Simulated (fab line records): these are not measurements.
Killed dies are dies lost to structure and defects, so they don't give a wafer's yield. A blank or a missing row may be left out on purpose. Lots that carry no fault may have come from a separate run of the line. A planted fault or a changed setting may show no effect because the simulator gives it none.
Matching of chambers -- flow n5_finfet -- 4 sister chambers for N5_MOL_CONTACT_COAG_ALD_131 on ald_sin-04
The step deposits SiO2, target thk 5 nm, pulse time 1 s, co reactant pulse time 1 s. 8 wafers are shown with their chamber, then 7 later ones without.

## WAFERS PAIRED WITH THEIR CHAMBERS
wafer,chamber,heater_power_w (W),precursor_pulse_height_rel
L077.6,0,91,0.974
L080.4,1,72,1.010
L080.5,0,91,1.010
L083.2,2,102,0.995
L083.5,3,84,1.016
L083.6,2,102,0.989
L089.1,3,81,1.007
L089.4,1,72,0.993

## WAFERS WITH NO CHAMBER GIVEN
wafer,heater_power_w (W),precursor_pulse_height_rel
L089.5,83,0.989
L095.1,93,0.982
L095.3,70,1.010
L095.4,107,0.984
L096.1,71,0.988
L096.3,86,1.028
L096.5,108,1.004

## WHICH CHAMBER EACH ONE RAN IN
wafer,from the rows above,in truth
L089.5,3,3
L095.1,0,0
L095.3,1,1
L095.4,2,2
L096.1,1,1
L096.3,can't be placed: 3 or 0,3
L096.5,2,2
Correct placement for 6 of the 7. Cannot be placed on the basis of these rows: 1; the candidates contain the true chamber in 1. 0 placed wrongly.
How it was worked out, from the rows above alone: a wafer's distance from a chamber is the root of the sum, over the readings, of the square of ((its reading less the chamber's mean) divided by the reading's scatter). The wafer belongs to the nearest chamber; if the next one is less than 2 further off, it can't be placed. For every chamber, the mean is computed from those of its wafers that are shown. How the scatter is found: for the shown wafers, subtract from each reading the mean of its chamber, square and add these, divide the total by (wafers less chambers), then take the root.
